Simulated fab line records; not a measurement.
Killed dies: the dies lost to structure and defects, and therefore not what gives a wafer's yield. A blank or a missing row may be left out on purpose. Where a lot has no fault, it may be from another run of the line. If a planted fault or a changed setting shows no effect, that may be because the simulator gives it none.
Comparing a struck lot with a sound one :: flow n5-finfet :: 37 out of 1938 route steps
Sound: wafers L107.2, L107.3, L107.4. Struck: wafer L998.4; the same lot's L998.2 was not struck, so it is left out; see the end for the cause.
At each step with rows: each side's tool, then ch and its chambers, then its first start. Under that, the readings that differ: sound wafers :: struck wafers :: difference of the means :: sigmas: that difference in standard deviations of wafers without a fault.
alike: words and numbers the same on both sides, and readings whose means are apart by under 2 such deviations; not compared: readings that were withheld, readings missing a value for some wafer, numbers with overlapping values and no deviation given by the record, and bounds like >300 which may hide the same value.
Wherever a step has rows on one side only, a row that says differs or no value, or a row with sigmas, the two part there. Numbers that have no deviation but don't overlap get no sigmas and don't part them. A reading that every wafer of one side lacks parts them only if that side has two wafers or more.

first, 9 steps without rows for these wafers: N5_BEOL_M10_PEB_26 (peb time 60 s); N5_BEOL_M10_DEVELOP_27 (develop time 30 s); N5_BEOL_M10_DESCUM_33 (chemistry O2, time 7.9 s); N5_BEOL_M10_ETCH_65 (etches SiARC in CF4, target depth 39 nm, time 65 s); N5_BEOL_M10_ETCH_66 (etches SOC in N2/H2, target depth 120 nm, overetch 24 nm, time 180 s); N5_BEOL_M10_STRIP_69 (strips in N2/H2); N5_BEOL_M10_VIA_ETCH_34 (etches SiCOH lowk in C4F6/O2, target depth 184.5 nm, time 69.2 s); N5_BEOL_M10_STRIP_73 (strips in C4F6/O2); N5_BEOL_M10_STRIP_36 (strips in N2/H2).
N5_BEOL_M10_TRENCH_ETCH_37: etches SiCOH lowk in C4F6/O2, target depth 148.83 nm, time 48 s.
  sound on rie-diel-05 ch 0,2,3, day 14 22:54; struck on rie-diel-01 ch 2, day 13 02:29
reading: rf-hours-counter-h (h)
sound: 82 123 93
struck: 160
difference: +61
sigmas: 

reading: model.etch.depth-nm (nm)
sound: 150.7 152.6 149.7
struck: 195.6
difference: +44.6
sigmas: 

reading: model.BEOL_M10.feature-depth-nm (nm)
sound: 150.6 152.6 149.6
struck: 195.6
difference: +44.7
sigmas: 

reading: model.TiN_of_BEOL_M10_HM_DEP_02.thk-nm (nm)
sound: 16 16 16
struck: 15.2
difference: -0.8
sigmas: 
  alike: drypump-motor-current-A, oes-product-au, rf-vpp-V, showerhead-plenum-p-Torr, throttle-valve-pct
then, 2 steps without rows for these wafers: N5_BEOL_M10_ETCH_41 (etches SiCN in CH3F/O2, target depth 42.6 nm, time 86 s); N5_BEOL_M10_STRIP_77 (strips in N2/H2, time 10 s).
N5_BEOL_M10_OCD_MEAS_38:
  sound on ocd-01 at day 14 23:05; struck on ocd-01 at day 13 02:40
reading: trench-depth-nm (nm)
sound: 150.6 152.8 150.0
struck: 195.4
difference: +44.3
sigmas: +30
then, 13 steps without rows for these wafers: N5_BEOL_M10_HM_STRIP_39 (strips TiN in peroxide tin strip, target depth 25 nm, time 158 s); N5_BEOL_M10_SRD_40 (time 30 s); N5_BEOL_M10_PRECLEAN_42 (cleans in residue remover, time 60 s); N5_BEOL_M10_SRD_43 (time 30 s); N5_BEOL_M10_CURE_72 (cures SiCOH lowk, time 120 s); N5_BEOL_M10_DEGAS_44 (time 60 s); N5_BEOL_M10_PRE_CLEAN_45 (time 30 s); N5_BEOL_M10_ALD_74 (deposits TaN, target thk 2 nm, pulse time 2 s, purge time 3 s); N5_BEOL_M10_SURFACE_TREAT_76; N5_BEOL_M10_CVD_75 (deposits Co from CCTBA/H2, target thk 2 nm, time 138.9 s); N5_BEOL_M10_SPUTTER_48 (material Cu, target thk 12 nm, time 2 s); N5_BEOL_M10_ECD_50 (material Cu, target thk 318 nm); N5_BEOL_M10_ANNEAL_51 (time 90 s).
N5_BEOL_M10_CMP_52: polishes, stops on SiCOH lowk, t overpolish 7 s, target thk 140 nm.
  sound on cmp-01 ch 1,2,3, day 15 01:49; struck on cmp-01 ch 2, day 13 05:34
reading: model.Cu_of_BEOL_M10_ECD_50.thk-nm (nm)
sound: 142 143.2 141.2
struck: 188.2
difference: +46.1
sigmas: 
  alike: motor-current-A
N5_BEOL_M10_THK_MEAS_53: measures by xrf.
  sound on film-metro-01 at day 15 02:07; struck on film-metro-01 at day 13 05:49
reading: M10_THK (nm)
sound: 139.0 140.8 138.6
struck: 186.4
difference: +46.9
sigmas: +25
then, 2 steps without rows for these wafers: N5_BEOL_M10_PRE_CLEAN_55 (time 15 s); N5_BEOL_M10_DEP_56 (deposits SiCN from 3MS/NH3, target thk 15 nm, time 26.5 s).
N5_BEOL_M10_RS_MEAS_57: a four-point-probe measurement.
  sound on film-metro-02 at day 15 02:15; struck on film-metro-01 at day 13 05:59
reading: M10_RS (ohm/sq)
sound: 0.1483 0.1469 0.1495
struck: 0.1096
difference: -0.0386
sigmas: -18
then, 5 steps without rows for these wafers: N5_BEOL_M11_ILD_DEP_00 (deposits SiCOH lowk from DEMS/porogen, target thk 308.51 nm, time 58 s); N5_BEOL_M11_CURE_71 (cures SiCOH lowk, time 240 s); N5_BEOL_M11_PECVD_70 (deposits SiO2 from TEOS/O2, target thk 20 nm, time 22.7 s); N5_BEOL_M11_HM_DEP_02 (deposits TiN, target thk 20 nm); N5_BEOL_M11_COAT_59 (time 60 s, resist thk 100 nm).
N5_BEOL_M15_RC_MEAS_101:
  sound on prober-02 ch 0, day 16 13:38; struck on prober-01 ch 0, day 14 12:24
reading: COMB_M11 (S/m)
sound: 1.7e-11 1.4e-11 1.9e-11
struck: 1e-11
difference: -7e-12
sigmas: -2

reading: COMB_M15 (S/m)
sound: 1.6e-12 2e-12 1.8e-12
struck: 3.5e-12
difference: +1.7e-12
sigmas: +3

reading: COMB_M7 (S/m)
sound: 3.7e-11 3.7e-11 2.6e-11
struck: 2.2e-11
difference: -1.1e-11
sigmas: -2

reading: SERP_M10 (ohm/um)
sound: 3.09 3.03 3.01
struck: 2.28
difference: -0.76
sigmas: -13

reading: SERP_M10_max_site (ohm/um)
sound: 3.14 3.10 3.20
struck: 2.30
difference: -0.85
sigmas: -12

reading: SERP_M12 (ohm/um)
sound: 0.644 0.617 0.631
struck: 0.658
difference: +0.027
sigmas: +2
  alike: COMB_M12, COMB_M13, COMB_M13_max_site, COMB_M14, COMB_M5, COMB_M6, COMB_M8, COMB_M9, SERP_M11, SERP_M13, SERP_M14, SERP_M5, SERP_M6, SERP_M7, SERP_M8, SERP_M9

WHERE THEY PART
Earliest at N5_BEOL_M10_OCD_MEAS_38; latest, in this record, at N5_BEOL_M15_RC_MEAS_101.

WHY: whatever the simulator had introduced
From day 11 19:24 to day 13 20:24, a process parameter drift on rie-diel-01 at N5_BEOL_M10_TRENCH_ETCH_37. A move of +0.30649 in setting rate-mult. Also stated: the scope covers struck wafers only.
